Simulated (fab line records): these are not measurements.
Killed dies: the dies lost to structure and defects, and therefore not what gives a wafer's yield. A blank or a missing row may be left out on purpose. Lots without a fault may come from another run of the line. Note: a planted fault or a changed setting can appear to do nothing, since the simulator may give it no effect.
Split-lot trial | flow n5Finfet | on a route of 1938 steps: 7 lots, 39 wafers read

THE SPLIT ITSELF
At N5_PASSIVATION_ETCH_54 (etches SiO2 in CHF3/O2, target depth 880 nm, time 440 s), the setting targetDepthA was moved away from the recipe's 8800 angstrom on 12 of the 39 wafers read, by -41.1% to +31.5%. All remaining wafers had this setting at the recipe value.

The reading comes from the split's own step.

THE READING
PASSIVATION.featureDepthNm (the simulator's own value, which no gauge read), in nm, at N5_PASSIVATION_ETCH_54 (etches SiO2 in CHF3/O2, target depth 880 nm, time 440 s). The file gives no usual value for it. Average 876.3 nm, standard deviation 13 nm, over the 27 wafers here run with the recipe.

wafer  | tool, chamber at the split | targetDepthA as run, angstrom | against the recipe | PASSIVATION.featureDepthNm, nm | against lot-mates on the recipe
L078.1 | rieDiel-01, 2              | 8800                          | recipe             | 865                            | -
L078.5 | rieDiel-01, 2              | 8800                          | recipe             | 865                            | -
L078.2 | rieDiel-01, 1              | 8800                          | recipe             | 880.6                          | -
L078.3 | rieDiel-01, 0              | 8800                          | recipe             | 858.6                          | -
L078.4 | rieDiel-01, 3              | 8800                          | recipe             | 873.6                          | -
L078.6 | rieDiel-01, 1              | 8800                          | recipe             | 883                            | -
L079.1 | rieDiel-06, 1              | 6104                          | -30.6%             | 603.4                          | -263.5
L079.2 | rieDiel-06, 0              | 6104                          | -30.6%             | 613.2                          | -253.7
L079.3 | rieDiel-06, 3              | 8800                          | recipe             | 868                            | -
L079.4 | rieDiel-06, 2              | 8800                          | recipe             | 871                            | -
L079.5 | rieDiel-06, 3              | 8800                          | recipe             | 861.8                          | -
L079.6 | rieDiel-06, 2              | 6104                          | -30.6%             | 604.4                          | -262.5
L081.1 | rieDiel-05, 3              | 8800                          | recipe             | 872                            | -
L081.2 | rieDiel-05, 2              | 8800                          | recipe             | 917.6                          | -
L081.3 | rieDiel-05, 1              | 8800                          | recipe             | 872.8                          | -
L081.4 | rieDiel-05, 0              | 8800                          | recipe             | 888.2                          | -
L081.5 | rieDiel-05, 0              | 8800                          | recipe             | 894.4                          | -
L081.6 | rieDiel-05, 3              | 8800                          | recipe             | 873.6                          | -
L082.1 | rieDiel-06, 2              | 5184                          | -41.1%             | 518.8                          | -369.3
L082.2 | rieDiel-06, 3              | 5184                          | -41.1%             | 515.4                          | -372.7
L082.3 | rieDiel-06, 0              | 8800                          | recipe             | 896.8                          | -
L082.4 | rieDiel-06, 1              | 8800                          | recipe             | 880.8                          | -
L082.5 | rieDiel-06, 0              | 5184                          | -41.1%             | 527.6                          | -360.5
L082.6 | rieDiel-06, 1              | 8800                          | recipe             | 886.6                          | -
L085.1 | rieDiel-01, 0              | 6676                          | -24.1%             | 654.6                          | -216.3
L085.2 | rieDiel-01, 3              | 6676                          | -24.1%             | 667.6                          | -203.3
L085.3 | rieDiel-01, 1              | 6676                          | -24.1%             | 663.8                          | -207.1
L085.4 | rieDiel-01, 1              | 8800                          | recipe             | 868                            | -
L085.5 | rieDiel-01, 3              | 8800                          | recipe             | 884.8                          | -
L085.6 | rieDiel-01, 0              | 8800                          | recipe             | 859.8                          | -
L084.1 | rieDiel-01, 0              | 11570                         | +31.5%             | 1138                           | +260.5
L084.2 | rieDiel-01, 3              | 8800                          | recipe             | 878.4                          | -
L084.3 | rieDiel-01, 3              | 11570                         | +31.5%             | 1164                           | +286.5
L084.4 | rieDiel-01, 0              | 11570                         | +31.5%             | 1146                           | +268.5
L084.5 | rieDiel-01, 3              | 8800                          | recipe             | 879.8                          | -
L084.6 | rieDiel-01, 0              | 8800                          | recipe             | 874.2                          | -
L093.3 | rieDiel-06, 1              | 8800                          | recipe             | 865.6                          | -
L093.4 | rieDiel-06, 2              | 8800                          | recipe             | 871.2                          | -
L093.5 | rieDiel-06, 2              | 8800                          | recipe             | 869.4                          | -

FIT RESULTS
A straight line over all 39 wafers: PASSIVATION.featureDepthNm changes by +8.72 nm for each +1% of targetDepthA; r = +1.00; the points scatter about the line by 12 nm.
The same after taking each lot's own level away (the mean of its wafers on the recipe; 39 wafers): +8.73 nm for each +1%; r = +1.00; scatter 9.9 nm.
That fit puts the effect of the largest move of targetDepthA on the reading at 3.6e+02 nm.
From 866.93 to 888.07 nm: that is the span of the lots' own levels, equal to 1.7 times the standard deviation above.
Consequently the slope shifts little with the lot-to-lot level, the two slopes agreeing.
Check: with one of the wafers moved furthest among these (-41.1%) left out of the fit, the line predicts -357 nm for it against its lot-mates. Against them it came out at -369 nm.

THESE WAFERS: OTHER SPLITS
Note: prior to the reading, these wafers also went through further splits. Each is held against what the fit with the lots' levels taken away leaves over:
other split on the same wafers   | wafers away from the commonest value | r with PASSIVATION.featureDepthNm (lot level and that fit taken away)
N5_BEOL_M12_ILD_DEP_00 timeS     | 9                                    | -0.23
N5_BEOL_M12_ETCH_68 targetDepthA | 18                                   | -0.02
N5_MIM_BOT_SPUTTER_00 targetThkA | 12                                   | +0.11

THE WHOLE CHAIN: every reading that the file lists as answering this split, in the file's order
step                   | what it does                                            | reading                                                                     | change (the file's fit)              | r (the file's)
N5_PASSIVATION_ETCH_54 | etches SiO2 in CHF3/O2, target depth 880 nm, time 440 s | etch.depthNm (the simulator's own value, which no gauge read)               | +8.73 nm for each +1% of the setting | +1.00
N5_PASSIVATION_ETCH_54 | etches SiO2 in CHF3/O2, target depth 880 nm, time 440 s | PASSIVATION.featureDepthNm (the simulator's own value, which no gauge read) | +8.73 nm for each +1% of the setting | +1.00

THE FILE'S OWN FIT
PASSIVATION.featureDepthNm changes by +8.73 nm for each +1% of targetDepthA, r = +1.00.
